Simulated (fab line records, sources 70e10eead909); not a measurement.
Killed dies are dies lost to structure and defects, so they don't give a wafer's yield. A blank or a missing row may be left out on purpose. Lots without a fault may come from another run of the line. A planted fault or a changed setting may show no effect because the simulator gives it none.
Chamber matching | flow nand_harc | NHARC_P_CONTACT_CMP_24 on cmp-03: 4 sister chambers
The step polishes, t overpolish 30 s, target thk 200 nm. 8 wafers are shown with their chamber, then 12 later ones without.

WAFERS WITH THEIR CHAMBER
wafer  | chamber | motor_current_A (A) | time_to_endpoint_s (s)
L085.1 | 3       | 12.4                | 35.7
L085.5 | 1       | 10.9                | 32.3
L088.1 | 3       | 12.6                | 34.4
L088.3 | 0       | 11.2                | 40.3
L088.4 | 2       | 11.7                | 41.3
L089.2 | 2       | 11.8                | 35.8
L089.4 | 0       | 10.0                | 38.6
L089.6 | 1       | 11.4                | 32.2

WAFERS WITHOUT THEIR CHAMBER
wafer  | motor_current_A (A) | time_to_endpoint_s (s)
L090.1 | 10.9                | 34.2
L090.2 | 10.8                | 38.8
L090.4 | 11.7                | 33.5
L092.2 | 11.0                | 39.0
L092.4 | 12.8                | 39.1
L092.5 | 11.4                | 40.8
L096.2 | 11.9                | 42.2
L096.3 | 12.2                | 36.2
L096.4 | 11.3                | 37.5
L096.1 | 10.6                | 42.6
L096.5 | 11.1                | 38.3
L096.6 | 10.4                | 38.1

WHICH CHAMBER EACH WENT THROUGH
wafer  | from the rows above               | in truth
L090.1 | can't be placed: 1 or 0 or 2      | 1
L090.2 | can't be placed: 0 or 2           | 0
L090.4 | can't be placed: 1 or 3 or 2      | 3
L092.2 | can't be placed: 0 or 2           | 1
L092.4 | can't be placed: 3 or 2           | 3
L092.5 | can't be placed: 2 or 0           | 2
L096.2 | can't be placed: 2 or 0 or 3      | 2
L096.3 | can't be placed: 3 or 2           | 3
L096.4 | can't be placed: 2 or 0 or 1 or 3 | 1
L096.1 | can't be placed: 0 or 2           | 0
L096.5 | can't be placed: 0 or 2 or 1      | 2
L096.6 | 0                                 | 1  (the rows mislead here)
Placed correctly: 0 of 12. Can't be placed from these rows: 11 (the true chamber is among the candidates in 10). Placed wrongly: 1.
How it was worked out, from the rows above alone: a wafer's distance from a chamber is the root of the sum, over the readings, of the square of ((its reading less the chamber's mean) divided by the reading's scatter). The wafer belongs to the nearest chamber; if the next one is less than 2 further off, it can't be placed. A chamber's mean is the mean of its shown wafers. The scatter: the root of (the sum of the squares of (reading less its chamber's mean) over the shown wafers, divided by (wafers less chambers)).
